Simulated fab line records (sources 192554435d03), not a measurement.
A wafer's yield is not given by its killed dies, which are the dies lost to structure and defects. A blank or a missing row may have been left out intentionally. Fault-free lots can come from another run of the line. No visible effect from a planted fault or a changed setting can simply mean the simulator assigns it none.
Split-lot experiment -- flow n5-finfet -- 21 wafers read from 7 lots, route of 1938 steps

## ON THE SPLIT
At N5_BEOL_M0_SAQP_SPACER2_ALD_26 (deposits SiO2, target thk 15 nm, pulse time 1 s, purge time 2 s), the setting target-thk-a was moved away from the recipe's 150 angstrom on 3 of the 21 wafers read, by +6.4% to +13.1%. All remaining wafers had this setting at the recipe value.

## FROM THE SPLIT TO THE READING: what the file shows between them, 2 steps
- N5_BEOL_M0_SAQP_SPACER2_ETCHBACK_27: etches SiO2 in CHF3/O2, target depth 22.5 nm, time 11.25 s
- N5_BEOL_M0_SAQP_MANDREL2_REMOVE_110: chemistry HBr/Cl2/O2, target a-Si, stops on SiCN, bt time 10 s

## THE READING
cd-nm (nm) at N5_BEOL_M0_SAQP_CD_MEAS_29, where the cd target is 14.4 nm. On this fab line, fault-free wafers typically give 15.05 nm with a standard deviation of 0.24 nm.

wafer,"tool, chamber at the split","target-thk-a as run, angstrom",against the recipe,"cd-nm, nm",against lot-mates on the recipe
L075.1,"ald-sin-04, 0,3",150,recipe,14.56,-
L075.4,"ald-sin-04, 0,3",150,recipe,15.26,-
L075.5,"ald-sin-04, 0",150,recipe,15.22,-
L078.1,"ald-sin-04, 1",150,recipe,15.13,-
L078.2,"ald-sin-04, 2,0",150,recipe,15.03,-
L078.4,"ald-sin-04, 2,0",150,recipe,15.20,-
L084.2,"ald-sin-01, 2",150,recipe,14.58,-
L084.3,"ald-sin-01, 1",150,recipe,14.74,-
L084.5,"ald-sin-01, 3",159.6,+6.4%,15.60,+0.94
L085.2,"ald-sin-03, 0,3,1",150,recipe,15.16,-
L085.4,"ald-sin-03, 0,3,1",150,recipe,15.44,-
L085.6,"ald-sin-03, 0,3,1",150,recipe,15.03,-
L089.1,"ald-sin-01, 3,0,0",150,recipe,15.51,-
L089.4,"ald-sin-01, 3,0,0",150,recipe,15.10,-
L089.5,"ald-sin-01, 3,0,0",150,recipe,15.18,-
L096.1,"ald-sin-04, 2,1,0",150,recipe,15.21,-
L096.2,"ald-sin-04, 2,1,0",150,recipe,15.39,-
L096.3,"ald-sin-04, 2,1,0",150,recipe,14.95,-
L097.2,"ald-sin-01, 2",169.6,+13.1%,17.13,+1.96
L097.4,"ald-sin-01, 0",150,recipe,15.17,-
L097.6,"ald-sin-01, 1",169.6,+13.1%,17.12,+1.95
If several chambers appear in one row, that row covers several wafers at once and the file leaves open which wafer was in which chamber.

THE FIT
A straight line over all 21 wafers: cd-nm changes by +0.148 nm for each +1% of target-thk-a; r = +0.92; the points scatter about the line by 0.27 nm.
The same after taking each lot's own level away (the mean of its wafers on the recipe; 21 wafers): +0.149 nm for each +1%; r = +0.96; scatter 0.18 nm.
That fit puts the effect of the largest move of target-thk-a on the reading at 2 nm.
The lots' own levels span 14.660 to 15.263 nm, that is 2.5 times the standard deviation above.
Hence the lot-to-lot level has little effect on the slope; both slopes agree.
Check: for one of the wafers moved furthest among these (+13.1%), held out of the fit, the line's prediction against its lot-mates is +1.94 nm. Against them it came out at +1.96 nm.

## THESE WAFERS: OTHER SPLITS
Before the reading, these wafers also passed through other splits. Each is held against what the fit with the lots' levels taken away leaves over:
other split on the same wafers,wafers away from the commonest value,r with cd-nm (lot level and that fit taken away)
N5_MOL_CONTACT_COAG_EXPOSE_37 dose-mj,7,+0.02

## THE WHOLE CHAIN: every reading that the file lists as answering this split, in the file's order
step,what it does,reading,change (the file's fit),r (the file's)
N5_BEOL_M0_SAQP_SPACER2_ALD_26,"deposits SiO2, target thk 15 nm, pulse time 1 s, purge time 2 s","SiO2_of_BEOL_M0_SAQP_SPACER2_ALD_26.thk-nm (the simulator's own value, which no gauge read)",+0.151 nm for each +1% of the setting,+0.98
N5_BEOL_M0_SAQP_MANDREL2_REMOVE_110,"chemistry HBr/Cl2/O2, target a-Si, stops on SiCN, bt time 10 s","BEOL_M0_SAQP.cd-nm (the simulator's own value, which no gauge read)",+0.144 nm for each +1% of the setting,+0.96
N5_BEOL_M0_SAQP_CD_MEAS_29,target cd 14.4 nm,cd-nm,+0.149 nm for each +1% of the setting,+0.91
N5_BEOL_M0_HM_OPEN_105,"chemistry Cl2/BCl3, target TiN, target depth 12 nm","SiO2_of_BEOL_M0_SAQP_SPACER2_ALD_26.thk-nm (the simulator's own value, which no gauge read)",+0.166 nm for each +1% of the setting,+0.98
N5_PASSIVATION_PROBE_49,,defect-limited-yield,"-3.41 for each +1% of the setting, in a fit together with dose-mj@BEOL_M2_EXPOSE_08,target-thk-a@STI_FIN_REVEAL_ALD_14",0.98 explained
N5_PASSIVATION_PROBE_49,,killed-dies,"+40.3 for each +1% of the setting, in a fit together with dose-mj@BEOL_M2_EXPOSE_08,target-thk-a@STI_FIN_REVEAL_ALD_14",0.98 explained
N5_PASSIVATION_PROBE_49,,sort-yield-pct,"-3.41 % for each +1% of the setting, in a fit together with dose-mj@BEOL_M2_EXPOSE_08,target-thk-a@STI_FIN_REVEAL_ALD_14",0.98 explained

## THE FILE'S OWN FIT
cd-nm changes by +0.149 nm for each +1% of target-thk-a, r = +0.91.
